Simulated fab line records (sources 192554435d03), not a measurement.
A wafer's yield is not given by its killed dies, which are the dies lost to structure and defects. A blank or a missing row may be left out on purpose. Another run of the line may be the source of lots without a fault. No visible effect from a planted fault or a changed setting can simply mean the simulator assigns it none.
Matching of chambers ; flow n5_finfet ; N5_BEOL_M9_ETCH_76 on rie_diel-06 has 4 sister chambers
The step etches underlayer in N2/H2, target depth 6.5 nm, time 5.2 s. 7 wafers are shown with their chamber, then 7 later ones without.

== WAFERS PAIRED WITH THEIR CHAMBERS ==
wafer;chamber;showerhead_plenum_p_Torr (Torr);drypump_motor_current_A (A)
L078.2;3;2.40;5.08
L083.1;0;2.57;5.47
L090.1;0;2.56;5.44
L090.4;1;2.57;5.96
L090.5;2;2.66;5.99
L094.1;2;2.66;5.92
L094.2;1;2.57;5.98

== WAFERS WITH NO CHAMBER GIVEN ==
wafer;showerhead_plenum_p_Torr (Torr);drypump_motor_current_A (A)
L094.4;2.72;5.07
L096.1;2.71;5.07
L096.2;2.56;5.48
L096.3;2.57;6.00
L097.2;2.57;5.98
L097.4;2.71;5.07
L097.6;2.56;5.48

== EACH ONE'S CHAMBER ==
wafer;from the rows above;in truth
L094.4;2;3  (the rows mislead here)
L096.1;2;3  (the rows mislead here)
L096.2;0;0
L096.3;1;1
L097.2;1;1
L097.4;2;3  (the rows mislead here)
L097.6;0;0
Placed correctly: 4 of 7. Not placeable from these rows: 0. Wrongly placed: 3.
How it was worked out, from the rows above alone: a wafer's distance from a chamber is the root of the sum, over the readings, of the square of ((its reading less the chamber's mean) divided by the reading's scatter). The wafer belongs to the nearest chamber; if the next one is less than 2 further off, it can't be placed. Each chamber's mean is taken over the wafers shown for it. How the scatter is found: for the shown wafers, subtract from each reading the mean of its chamber, square and add these, divide the total by (wafers less chambers), then take the root.
